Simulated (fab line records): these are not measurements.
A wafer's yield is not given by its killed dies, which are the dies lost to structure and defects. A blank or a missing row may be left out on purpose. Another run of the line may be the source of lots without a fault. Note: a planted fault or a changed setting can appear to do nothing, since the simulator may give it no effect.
Chamber matching -- flow nand-harc -- NHARC_P_CONTACT_CMP_24 on cmp-03 has 4 sister chambers
The step polishes, t overpolish 30 s, target thk 200 nm. 7 wafers are shown with their chamber, then 7 later ones without.

EACH WAFER AND ITS CHAMBER
wafer,chamber,motor-current-A (A),slurry-flow-ml-min
L076.2,3,11.5,150.1
L076.4,2,13.5,150.0
L079.1,0,14.1,149.6
L079.2,3,12.0,150.9
L079.3,1,12.6,150.2
L082.1,2,13.4,150.5
L082.3,0,14.5,149.4

WAFERS WITHOUT THEIR CHAMBER
wafer,motor-current-A (A),slurry-flow-ml-min
L082.6,12.4,149.6
L088.3,13.1,150.7
L088.4,12.7,149.8
L088.5,13.0,149.7
L090.1,12.9,149.5
L090.5,12.1,150.7
L090.6,13.6,150.1

THE CHAMBER EACH PASSED THROUGH
wafer,from the rows above,in truth
L082.6,can't be placed: 1 or 3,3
L088.3,can't be placed: 2 or 1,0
L088.4,can't be placed: 1 or 2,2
L088.5,can't be placed: 1 or 2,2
L090.1,can't be placed: 1 or 2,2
L090.5,can't be placed: 3 or 1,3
L090.6,2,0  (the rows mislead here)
Correct placement for 0 of the 7. Cannot be placed on the basis of these rows: 6; the candidates contain the true chamber in 5. Number placed wrongly: 1.
How it was worked out, from the rows above alone: a wafer's distance from a chamber is the root of the sum, over the readings, of the square of ((its reading less the chamber's mean) divided by the reading's scatter). If the next closest chamber is less than 2 further off than the closest, the wafer can't be placed; otherwise it belongs to the closest. The mean given for a chamber averages the wafers shown for that chamber. The scatter: take each reading less its chamber's mean, square it, sum over the shown wafers, divide by the number of wafers less the number of chambers, and take the root.
